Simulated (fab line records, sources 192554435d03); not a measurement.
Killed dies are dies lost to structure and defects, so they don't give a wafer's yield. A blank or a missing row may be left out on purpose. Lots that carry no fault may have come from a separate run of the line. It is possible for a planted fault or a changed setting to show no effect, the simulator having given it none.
Split-lot experiment || flow n5Finfet || on a route of 1938 steps: 7 lots, 21 wafers read

THE SPLIT ITSELF
At N5_MOL_CONTACT_COAG_EXPOSE_05 (exposes mask CA, defocus 0 nm), the setting doseMj was moved away from the recipe's 38.25 on 10 of the 21 wafers read, by -5.5% to +4.2%. All remaining wafers had this setting at the recipe value.

FROM THE SPLIT TO THE READING: what the file shows between them, 2 steps
- N5_MOL_CONTACT_COAG_PEB_06: peb time 60 s
- N5_MOL_CONTACT_COAG_DEVELOP_07: develop time 30 s

THE READING
cdNm, in nm, at N5_MOL_CONTACT_COAG_CD_MEAS_08 (target cd 28 nm). Fault-free wafers of this fab line usually give 28.05 nm, standard deviation 0.23 nm.

{"wafer": "L075.1", "tool, chamber at the split": "euvScanner-02, 0", "doseMj as run": 38.25, "against the recipe": "recipe", "cdNm, nm": 28.21, "against lot-mates on the recipe": "-"}
{"wafer": "L075.3", "tool, chamber at the split": "euvScanner-02, 0", "doseMj as run": 36.14, "against the recipe": "-5.5%", "cdNm, nm": 26.77, "against lot-mates on the recipe": -1.33}
{"wafer": "L075.4", "tool, chamber at the split": "euvScanner-02, 0", "doseMj as run": 38.25, "against the recipe": "recipe", "cdNm, nm": 27.99, "against lot-mates on the recipe": "-"}
{"wafer": "L080.2", "tool, chamber at the split": "euvScanner-02, 0", "doseMj as run": 38.25, "against the recipe": "recipe", "cdNm, nm": 27.83, "against lot-mates on the recipe": "-"}
{"wafer": "L080.4", "tool, chamber at the split": "euvScanner-02, 0", "doseMj as run": 36.45, "against the recipe": "-4.7%", "cdNm, nm": 27.14, "against lot-mates on the recipe": -0.69}
{"wafer": "L080.6", "tool, chamber at the split": "euvScanner-02, 0", "doseMj as run": 36.45, "against the recipe": "-4.7%", "cdNm, nm": 26.62, "against lot-mates on the recipe": -1.21}
{"wafer": "L088.1", "tool, chamber at the split": "euvScanner-02, 0", "doseMj as run": 39.87, "against the recipe": "+4.2%", "cdNm, nm": 29.21, "against lot-mates on the recipe": "no lot-mate on the recipe"}
{"wafer": "L088.3", "tool, chamber at the split": "euvScanner-02, 0", "doseMj as run": 39.87, "against the recipe": "+4.2%", "cdNm, nm": 28.92, "against lot-mates on the recipe": "no lot-mate on the recipe"}
{"wafer": "L088.4", "tool, chamber at the split": "euvScanner-02, 0", "doseMj as run": 39.87, "against the recipe": "+4.2%", "cdNm, nm": 28.93, "against lot-mates on the recipe": "no lot-mate on the recipe"}
{"wafer": "L090.3", "tool, chamber at the split": "euvScanner-01, 0", "doseMj as run": 38.25, "against the recipe": "recipe", "cdNm, nm": 27.88, "against lot-mates on the recipe": "-"}
{"wafer": "L090.4", "tool, chamber at the split": "euvScanner-01, 0", "doseMj as run": 39.75, "against the recipe": "+3.9%", "cdNm, nm": 28.67, "against lot-mates on the recipe": "+0.79"}
{"wafer": "L090.6", "tool, chamber at the split": "euvScanner-01, 0", "doseMj as run": 39.75, "against the recipe": "+3.9%", "cdNm, nm": 28.97, "against lot-mates on the recipe": "+1.09"}
{"wafer": "L091.3", "tool, chamber at the split": "euvScanner-02, 0", "doseMj as run": 38.25, "against the recipe": "recipe", "cdNm, nm": 28.21, "against lot-mates on the recipe": "-"}
{"wafer": "L091.5", "tool, chamber at the split": "euvScanner-02, 0", "doseMj as run": 38.25, "against the recipe": "recipe", "cdNm, nm": 28.12, "against lot-mates on the recipe": "-"}
{"wafer": "L091.6", "tool, chamber at the split": "euvScanner-02, 0", "doseMj as run": 38.25, "against the recipe": "recipe", "cdNm, nm": 28.07, "against lot-mates on the recipe": "-"}
{"wafer": "L093.2", "tool, chamber at the split": "euvScanner-02, 0", "doseMj as run": 38.25, "against the recipe": "recipe", "cdNm, nm": 28.46, "against lot-mates on the recipe": "-"}
{"wafer": "L093.3", "tool, chamber at the split": "euvScanner-02, 0", "doseMj as run": 38.25, "against the recipe": "recipe", "cdNm, nm": 28.17, "against lot-mates on the recipe": "-"}
{"wafer": "L093.6", "tool, chamber at the split": "euvScanner-02, 0", "doseMj as run": 38.25, "against the recipe": "recipe", "cdNm, nm": 27.93, "against lot-mates on the recipe": "-"}
{"wafer": "L095.2", "tool, chamber at the split": "euvScanner-01, 0", "doseMj as run": 37.33, "against the recipe": "-2.4%", "cdNm, nm": 27.81, "against lot-mates on the recipe": -0.14}
{"wafer": "L095.3", "tool, chamber at the split": "euvScanner-01, 0", "doseMj as run": 38.25, "against the recipe": "recipe", "cdNm, nm": 27.95, "against lot-mates on the recipe": "-"}
{"wafer": "L095.5", "tool, chamber at the split": "euvScanner-01, 0", "doseMj as run": 37.33, "against the recipe": "-2.4%", "cdNm, nm": 27.62, "against lot-mates on the recipe": -0.33}

FIT RESULTS
A straight line over all 21 wafers: cdNm changes by +0.223 nm for each +1% of doseMj; r = +0.96; the points scatter about the line by 0.2 nm.
The same after taking each lot's own level away (the mean of its wafers on the recipe; 18 wafers): +0.216 nm for each +1%; r = +0.95; scatter 0.19 nm.
On that fit, the largest move of doseMj shifts the reading by 1.2 nm.
From 27.830 to 28.187 nm: that is the span of the lots' own levels, equal to 1.6 times the standard deviation above.
Hence the lot-to-lot level has little effect on the slope; both slopes agree.
Check: with one of the wafers moved furthest among these (-5.5%) left out of the fit, the line predicts -1.08 nm for it against its lot-mates. Against them it came out at -1.33 nm.

FURTHER SPLITS ON THESE WAFERS
Note: prior to the reading, these wafers also went through further splits. Each is held against what the fit with the lots' levels taken away leaves over:
{"other split on the same wafers": "N5_DUMMY_GATE_EXPOSE_12 doseMj", "wafers away from the commonest value": 4, "r with cdNm (lot level and that fit taken away)": "+0.12"}
{"other split on the same wafers": "N5_SD_EPI_N_EPI_21 epiGrowthTimeS", "wafers away from the commonest value": 6, "r with cdNm (lot level and that fit taken away)": -0.22}
{"other split on the same wafers": "N5_HKMG_FIN_ETCH_55 biasW", "wafers away from the commonest value": 8, "r with cdNm (lot level and that fit taken away)": -0.13}
{"other split on the same wafers": "N5_HKMG_FIN_ETCH_58 biasW", "wafers away from the commonest value": 7, "r with cdNm (lot level and that fit taken away)": "+0.36"}

THE WHOLE CHAIN: every reading that the file lists as answering this split, in the file's order
{"step": "N5_MOL_CONTACT_COAG_CD_MEAS_08", "what it does": "target cd 28 nm", "reading": "cdNm", "change (the file's fit)": "+0.219 nm for each +1% of the setting", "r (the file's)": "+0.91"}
{"step": "N5_MOL_CONTACT_COAG_ETCH_59", "what it does": "etches underlayer in N2/H2, target depth 13 nm, time 10.4 s", "reading": "MOL_CONTACT_COAG.cdOffsetNm (the simulator's own value, which no gauge read)", "change (the file's fit)": "+0.234 nm for each +1% of the setting", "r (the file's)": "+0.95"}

FILE'S OWN FIT
cdNm changes by +0.219 nm for each +1% of doseMj, r = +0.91.
